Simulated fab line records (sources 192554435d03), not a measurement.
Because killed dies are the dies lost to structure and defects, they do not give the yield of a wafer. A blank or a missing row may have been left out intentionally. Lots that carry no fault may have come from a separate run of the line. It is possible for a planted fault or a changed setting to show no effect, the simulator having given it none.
Split-lot study	flow n5_finfet	7 lots, 21 wafers read, on a route of 1938 steps

THE SPLIT
At N5_BEOL_M10_HM_DEP_02 (deposits TiN, target thk 20 nm), the setting target_thk_a was moved away from the recipe's 200 angstrom on 5 of the 21 wafers read, by -9.7% to +5.4%. This setting was run at the recipe's value on the other wafers.

FROM THE SPLIT TO THE READING: what the file shows between them, 11 steps
- N5_BEOL_M10_COAT_59: time 60 s, resist thk 100 nm
- N5_BEOL_M10_COAT_60: time 60 s, resist thk 30 nm
- N5_BEOL_M10_STRIP_68: strips in N2/H2
- N5_BEOL_M10_STRIP_67: strips in CF4
- N5_BEOL_M10_HM_OPEN_17: chemistry Cl2/BCl3, target TiN, target depth 20 nm, overetch 6 nm
- N5_BEOL_M10_PEB_26: peb time 60 s (also split here: peb_time_s)
- N5_BEOL_M10_DEVELOP_27: develop time 30 s
- N5_BEOL_M10_CD_MEAS_28: target cd 70 nm
- N5_BEOL_M10_VIA_ETCH_34: etches SiCOH lowk in C4F6/O2, target depth 184.5 nm, time 69.2 s (also split here: bias_w)
- N5_BEOL_M10_STRIP_73: strips in C4F6/O2
- N5_BEOL_M10_STRIP_36: strips in N2/H2

THE READING
TiN_of_BEOL_M10_HM_DEP_02.thk_nm (the simulator's own value, which no gauge read), in nm, at N5_BEOL_M10_TRENCH_ETCH_37 (etches SiCOH lowk in C4F6/O2, target depth 148.83 nm, time 48 s). The file gives no usual value for it. Here, 16 wafers ran the recipe; their average is 15.8 nm with a standard deviation of 0.25 nm.

wafer	tool, chamber at the split	target_thk_a as run, angstrom	against the recipe	TiN_of_BEOL_M10_HM_DEP_02.thk_nm, nm	against lot-mates on the recipe
L080.1	pvd_sputter-02, -	200	recipe	15.6	-
L080.5	pvd_sputter-02, -	200	recipe	15.6	-
L080.4	pvd_sputter-02, -	200	recipe	15.4	-
L083.1	pvd_sputter-02, -	200	recipe	16.2	-
L083.4	pvd_sputter-02, -	200	recipe	16.2	-
L083.5	pvd_sputter-02, -	200	recipe	16.2	-
L085.3	pvd_sputter-01, -	200	recipe	15.8	-
L085.6	pvd_sputter-01, -	200	recipe	15.8	-
L085.5	pvd_sputter-01, -	180.7	-9.7%	14.2	-1.6
L088.1	pvd_sputter-03, -	200	recipe	16	-
L088.2	pvd_sputter-03, -	200	recipe	16	-
L088.6	pvd_sputter-03, -	210.8	+5.4%	17.2	+1.2
L087.1	pvd_sputter-03, -	200	recipe	15.6	-
L087.2	pvd_sputter-03, -	200	recipe	15.6	-
L087.6	pvd_sputter-03, -	200	recipe	15.6	-
L095.1	pvd_sputter-03, -	184.9	-7.6%	14.4	-1.4
L095.3	pvd_sputter-03, -	184.9	-7.6%	14.2	-1.6
L095.4	pvd_sputter-03, -	200	recipe	15.8	-
L096.3	pvd_sputter-03, -	200	recipe	16	-
L096.5	pvd_sputter-03, -	188.5	-5.8%	14.6	-1.2
L096.6	pvd_sputter-03, -	200	recipe	15.6	-

FIT RESULTS
A straight line over all 21 wafers: TiN_of_BEOL_M10_HM_DEP_02.thk_nm changes by +0.199 nm for each +1% of target_thk_a; r = +0.94; the points scatter about the line by 0.25 nm.
The same after taking each lot's own level away (the mean of its wafers on the recipe; 21 wafers): +0.192 nm for each +1%; r = +0.99; scatter 0.11 nm.
According to that fit, moving target_thk_a by its largest amount changes the reading by 1.9 nm.
Across the lots, their own levels run from 15.53 to 16.20 nm, a range of 2.7 times the standard deviation given above.
The two slopes are in agreement: the lot-to-lot level therefore moves the slope only a little.
Check: for one of the wafers moved furthest among these (-9.7%), held out of the fit, the line's prediction against its lot-mates is -1.97 nm. Against them it came out at -1.6 nm.

OTHER SPLITS ON THESE WAFERS
Note: prior to the reading, these wafers also went through further splits. Each is held against what the fit with the lots' levels taken away leaves over:
other split on the same wafers	wafers away from the commonest value	r with TiN_of_BEOL_M10_HM_DEP_02.thk_nm (lot level and that fit taken away)
N5_BEOL_M10_PEB_26 peb_time_s	4	+0.28
N5_BEOL_M10_VIA_ETCH_34 bias_w	7	-0.27

THE WHOLE CHAIN: every reading that the file lists as answering this split, in the file's order
step	what it does	reading	change (the file's fit)	r (the file's)
N5_BEOL_M10_HM_DEP_02	deposits TiN, target thk 20 nm	TiN_of_BEOL_M10_HM_DEP_02.thk_nm (the simulator's own value, which no gauge read)	+0.198 nm for each +1% of the setting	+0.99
N5_BEOL_M10_HM_OPEN_17	chemistry Cl2/BCl3, target TiN, target depth 20 nm, overetch 6 nm	etch.depth_nm (the simulator's own value, which no gauge read)	+0.195 nm for each +1% of the setting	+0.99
N5_BEOL_M10_TRENCH_ETCH_37	etches SiCOH lowk in C4F6/O2, target depth 148.83 nm, time 48 s	TiN_of_BEOL_M10_HM_DEP_02.thk_nm (the simulator's own value, which no gauge read)	+0.189 nm for each +1% of the setting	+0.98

FILE'S OWN FIT
TiN_of_BEOL_M10_HM_DEP_02.thk_nm changes by +0.189 nm for each +1% of target_thk_a, r = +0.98.
